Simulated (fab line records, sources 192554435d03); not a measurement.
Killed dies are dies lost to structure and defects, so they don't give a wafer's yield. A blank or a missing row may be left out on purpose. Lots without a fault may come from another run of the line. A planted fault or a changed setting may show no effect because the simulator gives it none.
fab line records | flow n5_finfet
record lots=6 wafers=18 last_day=19
route steps=1938 shown BEOL_M10@1512 PASSIVATION@1936
lots that met no fault: from a run of the same line without faults
start_h: hours from the record's first day to the start of the lot's first wafer shown | wait_h: hours since the lot's step before | " the same as in the row above | L1.1+2: a row that stands for several wafers | - no value, or no start given | * or withheld: withheld | < > ~ a bound
route shown NAME@n: a module of which the file shows steps, and the number in the route of the first | usual: mean/standard deviation of fault-free wafers | same: alike in all rows | chamber/n: place in a boat | sites: the reading at each site | _std_site: their standard deviation | _edge_site: outer sites' mean less inner sites' | radius_mm: how far each site lies from the wafer's centre | mask NAME#n: copy n | behind: the tool/chamber that last shaped the wafer | hold: why the lot was held/for how many hours/how that ended | device: the transistor (n, p or np) that didn't switch | end of line: the same wafers' tests at the end of the route | a step without rows: its recipe alone | killed: dies lost to structure and defects at the first sort, not the wafer's yield | map: a wafer's dies, x killed, . not, _ none there
set.NAME: the setting as run; set.NAME@STEP: as run at that earlier step | model.NAME: the simulator's own value behind a step, which no gauge read
lots at some steps of the route; a table a step, a row a wafer
services: from which hour (start_h, from the record's first day; less than 0 if before it) a tool's chamber was out of use, for how many hours, and why
## steps
# step N5_BEOL_M10_TRENCH_ETCH_37
# recipe chemistry=C4F6/O2 target_depth_a=1488.3 target=SiCOH_lowk time_s=48 ion_energy_ev=250 pressure_mtorr=30 source_w=345 bias_w=185 Ar_flow_sccm=300 C4F6_flow_sccm=10 O2_flow_sccm=10
# usual O2_flow_sccm=9.999/0.029 drypump_motor_current_A=5.6/0.48 oes_ar_750_au=0.81/0.081 oes_f_703_au=0.81/0.086 oes_product_au=0.81/0.087 rf_fwd_power_W=341.0/1.4 rf_vpp_V=670/17 showerhead_plenum_p_Torr=2.86/0.11 throttle_valve_pct=20.9/0.31
# same time_s=48
# columns lot.wafer tool chamber start_h wait_h O2_flow_sccm drypump_motor_current_A oes_ar_750_au oes_f_703_au oes_product_au rf_fwd_power_W rf_hours_counter_h rf_vpp_V showerhead_plenum_p_Torr throttle_valve_pct
L166.1 rie_diel-05 1 - - 9.989 5.2 0.90 0.89 0.91 341.7 27 689 2.93 21.1
L166.2 " 0 " " 9.995 6.5 0.72 0.71 0.72 341.3 198 655 2.72 21.0
L166.5 " 2 " " 10.053 5.2 0.90 0.91 0.90 339.2 - 662 2.99 20.5
L169.3 rie_diel-06 0 - - 10.003 5.8 0.86 0.87 0.87 338.3 63 643 3.01 21.0
L169.4 " 1 " " 9.966 5.8 0.73 0.72 0.74 341.0 173 689 2.74 21.1
L169.6 " 3 " " 9.983 6.0 0.76 0.77 0.76 339.4 - 658 2.96 21.1
L175.2 rie_diel-04 2 - - 10.001 5.8 0.78 0.77 0.77 339.3 134 679 2.86 21.1
L175.3 " 3 " " 9.990 5.8 0.74 0.76 0.73 342.0 209 664 2.71 21.2
L175.5 " 1 " " 10.051 5.9 0.70 0.70 0.70 343.9 - 689 2.91 20.7
L173.1 rie_diel-05 1 - - 10.022 5.2 0.86 0.86 0.87 342.6 49 690 2.92 21.2
L173.2 " 3 " " 10.006 5.6 0.89 0.90 0.90 342.6 22 669 2.88 20.8
L173.5 " 1 " " 10.033 5.2 0.85 0.86 0.87 342.2 - 691 2.92 21.2
L178.1 rie_diel-06 2 - - 10.005 4.9 0.89 0.90 0.90 340.9 46 678 2.76 20.3
L178.5 " 3 " " 9.980 6.0 0.74 0.75 0.73 340.6 - 657 2.94 21.1
L178.6 " 0 " " 9.990 5.9 0.83 0.84 0.83 339.9 - 642 3.00 21.1
L183.2 rie_diel-06 3 - - 9.968 6.0 0.73 0.75 0.72 340.5 192 656 2.94 21.1
L183.4 " 1 " " 9.996 5.8 0.71 0.70 0.71 341.3 210 689 2.72 21.1
L183.5 " 0 " " 9.995 5.9 0.81 0.83 0.82 340.0 - 643 2.99 21.1
# step N5_BEOL_M10_ETCH_41
# recipe chemistry=CH3F/O2 target=SiCN target_depth_a=426 taper_deg=2 time_s=86 ion_energy_ev=120 mask_material=TiN pressure_mtorr=30 source_w=395 bias_w=75 Ar_flow_sccm=150 CH3F_flow_sccm=30 O2_flow_sccm=20
# usual O2_flow_sccm=20.00/0.06 drypump_motor_current_A=5.6/0.48 oes_product_au=0.81/0.088 rf_fwd_power_W=392.1/1.5 rf_vpp_V=297.4/1.8 showerhead_plenum_p_Torr=2.01/0.079 throttle_valve_pct=16.29/0.28
# same time_s=86
# columns lot.wafer tool chamber start_h wait_h O2_flow_sccm drypump_motor_current_A oes_product_au rf_fwd_power_W rf_hours_counter_h rf_vpp_V showerhead_plenum_p_Torr throttle_valve_pct
L166.1 rie_diel-05 1 - - 20.02 5.2 0.92 396.8 27 297.5 2.06 16.39
L166.2 " 0 " " 20.09 6.4 0.71 393.1 198 296.4 1.91 16.40
L166.5 " 2 " " 19.95 5.2 0.90 390.1 - 299.1 2.11 15.87
L169.3 rie_diel-06 0 - - 19.96 5.8 0.86 390.2 63 298.8 2.12 16.35
L169.4 " 1 " " 19.99 5.8 0.73 392.1 173 295.8 1.92 16.46
L169.6 " 3 " " 19.95 6.0 0.75 389.5 - 299.0 2.08 16.46
L175.2 rie_diel-04 2 - - 20.10 5.8 0.77 391.7 134 297.8 2.01 16.51
L175.3 " 3 " " 19.99 5.7 0.73 393.9 209 295.0 1.90 16.61
L175.5 " 1 " " 19.96 5.9 0.69 393.5 - 298.3 2.05 16.19
L173.1 rie_diel-05 1 - - 19.97 5.1 0.87 392.9 49 298.1 2.05 16.44
L173.2 " 3 " " 20.07 5.6 0.89 395.7 22 299.6 2.03 16.19
L173.5 " 1 " " 20.01 5.1 0.87 393.4 - 298.3 2.05 16.44
L178.1 rie_diel-06 2 - - 20.08 4.9 0.90 391.2 46 296.5 1.94 15.70
L178.5 " 3 " " 20.01 6.0 0.72 390.6 - 299.3 2.07 16.52
L178.6 " 0 " " 19.97 5.8 0.82 393.2 - 299.5 2.11 16.42
L183.2 rie_diel-06 3 - - 19.94 6.0 0.73 393.0 192 298.8 2.07 16.54
L183.4 " 1 " " 19.98 5.8 0.71 390.3 210 295.6 1.91 16.53
L183.5 " 0 " " 19.97 5.8 0.81 390.7 - 299.5 2.11 16.43
# step N5_BEOL_M10_STRIP_77
# recipe chemistry=N2/H2 time_s=10 power_w=450 temp_c=40 pressure_mtorr=20 rf_frequency_hz=6e+07 bias_power_w=7 n2_flow_sccm=200 h2_flow_sccm=200
# usual bias_power_w=7.004/0.022 drypump_motor_current_A=5.6/0.48 oes_product_au=0.81/0.086 rf_vpp_V=59.3/0.98 showerhead_plenum_p_Torr=2.55/0.1 throttle_valve_pct=23.5/0.31
# same time_s=10
# columns lot.wafer tool chamber start_h wait_h bias_power_w drypump_motor_current_A oes_product_au rf_hours_counter_h rf_vpp_V showerhead_plenum_p_Torr throttle_valve_pct
L166.1 rie_diel-05 1 - - 7.028 5.2 0.91 27 58.8 2.58 23.5
L166.2 " 0 " " 7.033 6.5 0.72 198 59.3 2.42 23.5
L166.5 " 2 " " 7.011 5.2 0.90 - 59.5 2.67 22.8
L169.3 rie_diel-06 0 - - 7.017 5.8 0.86 63 60.6 2.69 23.9
L169.4 " 1 " " 7.025 5.8 0.74 173 57.8 2.43 23.7
L169.6 " 3 " " 7.024 6.0 0.76 - 59.8 2.65 23.7
L175.2 rie_diel-04 2 - - 7.012 5.8 0.75 134 60.0 2.56 24.1
L175.3 " 3 " " 6.993 5.8 0.72 209 57.8 2.40 23.6
L175.5 " 1 " " 7.020 5.9 0.70 - 58.2 2.60 23.5
L173.1 rie_diel-05 1 - - 6.957 5.1 0.87 49 58.2 2.57 23.5
L173.2 " 3 " " 7.000 5.5 0.89 22 58.2 2.57 23.2
L173.5 " 1 " " 6.966 5.1 0.88 - 58.0 2.57 23.5
L178.1 rie_diel-06 2 - - 7.001 5.0 0.89 46 59.0 2.48 23.1
L178.5 " 3 " " 7.033 6.0 0.72 - 59.8 2.64 23.7
L178.6 " 0 " " 7.020 5.8 0.84 - 60.8 2.68 23.9
L183.2 rie_diel-06 3 - - 7.003 6.0 0.73 192 59.0 2.64 23.7
L183.4 " 1 " " 6.991 5.8 0.72 210 58.6 2.42 23.7
L183.5 " 0 " " 7.009 5.8 0.83 - 59.6 2.68 23.9
# step N5_BEOL_M10_OCD_MEAS_38
# usual trench_depth_nm=149.6/2.7
# columns lot.wafer tool chamber start_h wait_h trench_depth_nm
L166.1 ocd-01 - 256.18 - 151.4
L166.2 " - " " 144.6
L166.5 " - " " 151.1
L169.3 ocd-01 - 268.31 - 152.9
L169.4 " - " " 147.8
L169.6 " - " " 151.0
L175.2 ocd-01 - 324.22 - 151.7
L175.3 " - " " 150.0
L175.5 " - " " 148.3
L173.1 ocd-01 - 324.73 - 151.0
L173.2 " - " " 153.8
L173.5 " - " " 151.4
L178.1 ocd-01 - 359.95 - 151.5
L178.5 " - " " 148.3
L178.6 " - " " 150.3
L183.2 ocd-01 - 387.55 - 148.2
L183.4 " - " " 147.4
L183.5 " - " " 150.5
# step N5_BEOL_M10_HM_STRIP_39
# recipe chemistry=peroxide_tin_strip material=TiN target_depth_a=250 temp_c=50 time_s=158
# step N5_BEOL_M10_SRD_40
# recipe time_s=30 temp_c=23 rinse_liquid=diw dry=ipa_marangoni
# step N5_BEOL_M10_PRECLEAN_42
# recipe chemistry=residue_remover time_s=60 temp_c=40
# step N5_BEOL_M10_SRD_43
# recipe time_s=30 temp_c=23 rinse_liquid=diw dry=ipa_marangoni
# step N5_BEOL_M10_CD_MEAS_35
# recipe target_cd_nm=70 polarity=opening
# usual cd_nm=69.9/0.76
# columns lot.wafer tool chamber start_h wait_h cd_nm
L166.1 cd_sem-02 - 256.34 0.0 69.1
L166.2 " - " " 69.7
L166.5 " - " " 69.5
L169.3 cd_sem-01 - 268.46 0.0 70.6
L169.4 " - " " 70.2
L169.6 " - " " 70.2
L175.2 cd_sem-01 - 324.37 0.0 70.9
L175.3 " - " " 70.7
L175.5 " - " " 69.3
L173.1 cd_sem-01 - 324.89 0.0 69.8
L173.2 " - " " 69.5
L173.5 " - " " 69.3
L178.1 cd_sem-01 - 360.11 0.0 70.0
L178.5 " - " " 71.1
L178.6 " - " " 70.7
L183.2 cd_sem-03 - 387.71 0.0 70.1
L183.4 " - " " 71.6
L183.5 " - " " 71.2
# step N5_BEOL_M10_CURE_72
# recipe temp_c=370 time_s=120 ambient=DMADMS/He material=SiCOH_lowk
# usual lamp_power_pct=52.32/0.052 wafer_temp_C_max=371.6/0.57
# same time_s=120
# columns lot.wafer tool chamber start_h wait_h lamp_power_pct wafer_temp_C_max
L166.1 uv_cure-02 2 256.47 0.1 52.38 371.6
L166.2 " 2 " " 52.31 372.1
L166.5 " 2 " " 52.35 371.4
L169.3 uv_cure-02 0 268.60 0.1 52.19 371.4
L169.4 " 0 " " 52.42 371.7
L169.6 " 0 " " 52.28 371.5
L175.2 uv_cure-03 0 324.51 0.1 52.27 372.6
L175.3 " 0 " " 52.31 371.3
L175.5 " 0 " " 52.32 371.8
L173.1 uv_cure-01 1 324.97 0.1 52.31 370.9
L173.2 " 1 " " 52.26 371.1
L173.5 " 1 " " 52.25 370.9
L178.1 uv_cure-01 0 360.15 0.0 52.35 370.8
L178.5 " 0 " " 52.40 371.2
L178.6 " 0 " " 52.32 370.7
L183.2 uv_cure-03 0 387.84 0.1 52.40 371.8
L183.4 " 0 " " 52.29 372.0
L183.5 " 0 " " 52.30 372.2
# step N5_BEOL_M10_DEGAS_44
# recipe ambient=vacuum temp_c=250 time_s=60
# usual heater_power_w=333/31
# same time_s=60
# columns lot.wafer tool chamber start_h wait_h heater_power_w
L166.1 pvd_sputter-01 - 256.83 0.3 338
L166.2 " - " " 369
L166.5 " - " " 347
L169.3 pvd_sputter-01 - 268.84 0.2 345
L169.4 " - " " 285
L169.6 " - " " 282
L175.2 pvd_sputter-01 - 325.04 0.4 371
L175.3 " - " " 343
L175.5 " - " " 357
L173.1 pvd_sputter-03 - 325.29 0.3 373
L173.2 " - " " 289
L173.5 " - " " 332
L178.1 pvd_sputter-01 - 360.50 0.3 348
L178.5 " - " " 353
L178.6 " - " " 278
L183.2 pvd_sputter-03 - 388.27 0.4 335
L183.4 " - " " 380
L183.5 " - " " 297
# step N5_BEOL_M10_PRE_CLEAN_45
# recipe gas=H2/He time_s=30 temp_c=250
# step N5_BEOL_M10_ALD_74
# recipe material=TaN target_thk_a=20 temp_c=275 ald_precursor_family=PDMAT ald_co_reactant=NH3 pressure_torr=3 carrier_flow_sccm=1500 pulse_time_s=2 purge_time_s=3 co_reactant_purge_time_s=2 co_reactant_pulse_time_s=3 ald_cycles=40 precursor_vessel_temp_c=75 precursor_vessel_pressure_torr=26.25 precursor_vessel_carrier_sccm=1000
# usual ald_cycles=40/0 heater_power_w=413/36 precursor_vessel_temp_c=75.00/0.13
# same purge_time_s=3
# columns lot.wafer tool chamber start_h wait_h ald_cycles heater_power_w precursor_vessel_temp_c
L166.1 ald_metal-01 0 256.93 0.0 40 456 74.91
L166.2 " 3 " " 40 426 74.92
L166.5 " 0 " " 40 458 75.08
L169.3 ald_metal-03 0 268.94 0.0 40 375 75.13
L169.4 " 1 " " 40 436 74.92
L169.6 " 3 " " 40 415 74.91
L175.2 ald_metal-03 3 325.17 0.1 40 422 74.90
L175.3 " 0 " " 40 377 74.95
L175.5 " 0 " " 43 383 74.93
L173.1 ald_metal-03 1 325.43 0.1 43 427 74.88
L173.2 " 0 " " 40 383 74.88
L173.5 " 0 " " 43 373 74.83
L178.1 ald_metal-01 2 360.64 0.1 40 427 74.80
L178.5 " 2 " " 40 412 74.94
L178.6 " 3 " " 40 433 74.80
L183.2 ald_metal-01 2 388.37 0.0 40 415 74.92
L183.4 " 3 " " 40 421 74.96
L183.5 " 0 " " 40 424 75.14
# step N5_BEOL_M10_SURFACE_TREAT_76
# recipe gas=Ar time_s=* ion_energy_ev=* ion_current_ma_cm2=0.5 pressure_mtorr=* ar_flow_sccm=30
# step N5_PASSIVATION_PROBE_49
# usual defect_limited_yield=91.0/1.6 killed_at_M0_to_M3=35/11 killed_at_M4_up=14/5.3 killed_at_contacts=13/6.7 killed_at_front_end=41/12 killed_at_other=3.9/2.7 killed_dies=106/19 killed_open=70/14 killed_short=35/8.8 sort_bin_4_leakage=0.01/0.058 sort_bin_5_function=5.3/1 sort_bin_6_memory=3.3/0.81 sort_bin_8_speed=0.00/0.0072 sort_n_pass=1073/19 sort_yield_pct=91.0/1.6
# same gross_dies=1180 killed_at_back_side=0
# columns lot.wafer tool chamber start_h wait_h defect_limited_yield[%] killed_at_M0_to_M3 killed_at_M4_up killed_at_contacts killed_at_front_end killed_at_other killed_dies killed_open killed_short sort_bin_4_leakage[%] sort_bin_5_function[%] sort_bin_6_memory[%] sort_bin_8_speed[%] sort_n_pass sort_yield_pct[%]
L166.1 prober-02 - 319.65 0.0 91.4 50 9 15 27 1 102 65 33 0 5.4 3.1 0 1078 91.4
L166.2 prober-02 - 319.70 0.1 91.9 52 12 9 21 1 95 60 34 0 5.3 2.5 0 1085 91.9
L166.5 prober-02 - 319.85 0.2 92.6 25 10 11 38 3 87 55 26 0 3.4 2.9 0 1093 92.6
L169.3 prober-02 - 325.93 0.1 89.4 43 16 12 46 8 125 60 64 0 6.2 3.9 0 1055 89.4
L169.4 prober-02 - 325.98 0.2 90.2 34 17 16 43 6 116 74 39 0 6.3 3.2 0 1064 90.2
L169.6 prober-02 - 326.08 0.3 90.3 26 11 10 64 3 114 72 39 0 6.0 3.1 0 1066 90.3
L178.1 prober-02 - 408.95 0.0 88.2 29 30 20 54 6 139 102 34 0 6.7 4.5 0 1041 88.2
L178.5 prober-02 - 409.15 0.2 87.8 27 13 17 83 4 144 102 42 0 6.9 4.7 0 1036 87.8
L178.6 prober-02 - 409.20 0.3 89.8 39 10 16 48 7 120 79 41 0 6.0 3.7 0 1060 89.8
# killed by level:class
L166.1 BEOL_M3:geometric_particle:open=16 MOL_CONTACT_COAG:geometric_particle:open=12 BEOL_M0_SAQP:geometric_particle:short=8 FIN_SAQP:geometric_particle:open=7 BEOL_M1:geometric_particle:open=7 FIN_SAQP:geometric_particle:short=5 BEOL_M0_SAQP:geometric_particle:open=5 BEOL_M2:geometric_particle:open=4
L166.2 BEOL_M1:geometric_particle:short=12 BEOL_M0_SAQP:geometric_particle:open=8 BEOL_M3:geometric_particle:open=8 MOL_CONTACT_COAG:geometric_particle:open=7 BEOL_M0:geometric_particle:open=7 FIN_SAQP:geometric_particle:open=5 BEOL_M2:geometric_particle:open=5 FIN_SAQP:geometric_particle:short=4
L166.5 MOL_CONTACT_COAG:geometric_particle:open=10 BEOL_M1:geometric_particle:open=9 FIN_SAQP:geometric_particle:open=8 BEOL_M0_SAQP:geometric_particle:short=6 BEOL_M4:geometric_particle:open=5 HKMG_FIN:area_etch=5 STI_FIN_REVEAL:geometric_particle:open=4 FIN_SAQP:geometric_particle:short=3
L169.3 FIN_SAQP:geometric_particle:short=18 BEOL_M0_SAQP:geometric_particle:short=18 FIN_SAQP:geometric_particle:open=11 MOL_CONTACT_COAG:geometric_particle:open=9 BEOL_M0_SAQP:geometric_particle:open=9 BEOL_M3:geometric_particle:open=8 BEOL_M1:geometric_particle:short=5 STARTING-WAFER:geometric_particle:short=5
L169.4 FIN_SAQP:geometric_particle:open=16 MOL_CONTACT_COAG:geometric_particle:open=13 BEOL_M0_SAQP:geometric_particle:open=11 BEOL_M0_SAQP:geometric_particle:short=10 BEOL_M4:geometric_particle:open=7 FIN_SAQP:geometric_particle:short=6 BEOL_M1:geometric_particle:open=5 BEOL_M4:geometric_particle:short=5
L169.6 FIN_SAQP:geometric_particle:open=16 STI_FIN_REVEAL:geometric_particle:open=11 FIN_SAQP:geometric_particle:short=8 GATE_CUT:geometric_particle:short=8 MOL_CONTACT_COAG:geometric_particle:open=7 BEOL_M1:geometric_particle:open=7 GATE_CUT:geometric_particle:open=5 ILD0:geometric_particle:open=4
L178.1 BEOL_M4:geometric_particle:open=19 MOL_CONTACT_COAG:geometric_particle:open=17 STI_FIN_REVEAL:geometric_particle:open=12 BEOL_M0_SAQP:geometric_particle:open=12 FIN_SAQP:geometric_particle:short=11 DUMMY_GATE:geometric_particle:open=10 FIN_SAQP:geometric_particle:open=8 STI_FIN_REVEAL:geometric_particle:short=7
L178.5 STI_FIN_REVEAL:geometric_particle:open=37 FIN_SAQP:geometric_particle:short=14 MOL_CONTACT_COAG:geometric_particle:open=14 FIN_SAQP:geometric_particle:open=11 BEOL_M3:geometric_particle:open=8 BEOL_M0_SAQP:geometric_particle:short=6 DUMMY_GATE:geometric_particle:open=5 BEOL_M4:geometric_particle:open=4
L178.6 FIN_SAQP:geometric_particle:open=14 MOL_CONTACT_COAG:geometric_particle:open=14 BEOL_M0_SAQP:geometric_particle:short=11 BEOL_M0_SAQP:geometric_particle:open=10 FIN_SAQP:geometric_particle:short=8 BEOL_M1:geometric_particle:open=7 STI_FIN_REVEAL:geometric_particle:open=6 DUMMY_GATE:geometric_particle:open=6
## services
# columns tool chamber start_h hours kind
ald_metal-01 3 234.58 3.0 repair
rie_diel-05 3 240.19 - clean
rie_diel-05 3 240.19 - consumable_replace:focus_ring
rie_diel-05 3 240.19 20.8 scheduled_down
rie_diel-05 3 240.19 20.8 vent_cycle
rie_diel-04 - 246.59 4.3 pm
ald_metal-03 3 246.81 7.2 repair
rie_diel-04 3 270.27 1.4 repair
rie_diel-05 1 276.52 6.8 repair
pvd_sputter-03 - 294.50 0.8 repair
uv_cure-01 - 311.57 1.0 pm
rie_diel-05 2 314.84 9.9 repair
ald_metal-03 - 318.79 1.7 repair
uv_cure-02 - 320.44 7.5 pm
ald_metal-01 - 337.25 14.0 pm
ald_metal-01 0 337.25 14.0 vent_cycle
ald_metal-01 1 337.25 14.0 vent_cycle
ald_metal-01 2 337.25 14.0 vent_cycle
ald_metal-01 3 337.25 14.0 vent_cycle
rie_diel-04 - 349.59 0.2 repair
rie_diel-04 1 363.68 6.5 repair
pvd_sputter-03 - 376.74 2.5 repair
uv_cure-03 - 378.82 1.0 pm
rie_diel-05 3 386.33 11.0 repair
## key
first_sign step=N5_BEOL_M10_ALD_74 reading=ald_cycles direction=up sigmas=99+ usual=* struck=*
effect none on later readings
met_at N5_BEOL_M10_ALD_74
struck_wafers L173.1,L173.5,L175.5
onset_between 268.94 325.17
fault kind=process_parameter_drift tool=ald_metal-03 chamber=- onset_h=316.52 steps=N5_BEOL_M10_ALD_74 channel=ald_cycles offset=* shape=step end_h=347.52 scope=struck_wafers_only acts_in=* stated=*
